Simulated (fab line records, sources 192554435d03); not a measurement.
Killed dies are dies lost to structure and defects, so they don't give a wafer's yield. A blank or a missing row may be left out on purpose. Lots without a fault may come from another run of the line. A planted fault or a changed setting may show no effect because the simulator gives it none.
Chamber matching | flow n5_finfet | N5_BEOL_M8_CURE_74 on uv_cure-01: 3 sister chambers
The step cures SiCOH lowk, time 240 s. 3 wafers are shown with their chamber, then 9 later ones without.

WAFERS WITH THEIR CHAMBER
wafer  | chamber | wafer_temp_C_max
L081.6 | 0       | 386.7
L085.4 | 1       | 386.8
L089.6 | 2       | 386.6

WAFERS WITHOUT THEIR CHAMBER
wafer  | wafer_temp_C_max
L091.2 | 385.8
L091.5 | 386.6
L091.6 | 386.1
L094.1 | 386.2
L094.2 | 386.4
L094.6 | 386.9
L095.1 | 387.9
L095.2 | 386.9
L095.4 | 387.1

WHICH CHAMBER EACH WENT THROUGH
wafer  | from the rows above          | in truth
L091.2 | can't be placed: 2 or 0 or 1 | 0
L091.5 | can't be placed: 2 or 0 or 1 | 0
L091.6 | can't be placed: 2 or 0 or 1 | 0
L094.1 | can't be placed: 2 or 0 or 1 | 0
L094.2 | can't be placed: 2 or 0 or 1 | 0
L094.6 | can't be placed: 1 or 0 or 2 | 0
L095.1 | can't be placed: 1 or 0 or 2 | 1
L095.2 | can't be placed: 1 or 0 or 2 | 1
L095.4 | can't be placed: 1 or 0 or 2 | 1
Placed correctly: 0 of 9. Can't be placed from these rows: 9 (the true chamber is among the candidates in 9). Placed wrongly: 0.
How it was worked out, from the rows above alone: a wafer's distance from a chamber is the root of the sum, over the readings, of the square of ((its reading less the chamber's mean) divided by the reading's scatter). The wafer belongs to the nearest chamber; if the next one is less than 2 further off, it can't be placed. A chamber's mean is the mean of its shown wafers. The scatter: with one shown wafer a chamber, the root of the mean of the squares of how far each hidden wafer lies from its nearest shown one.
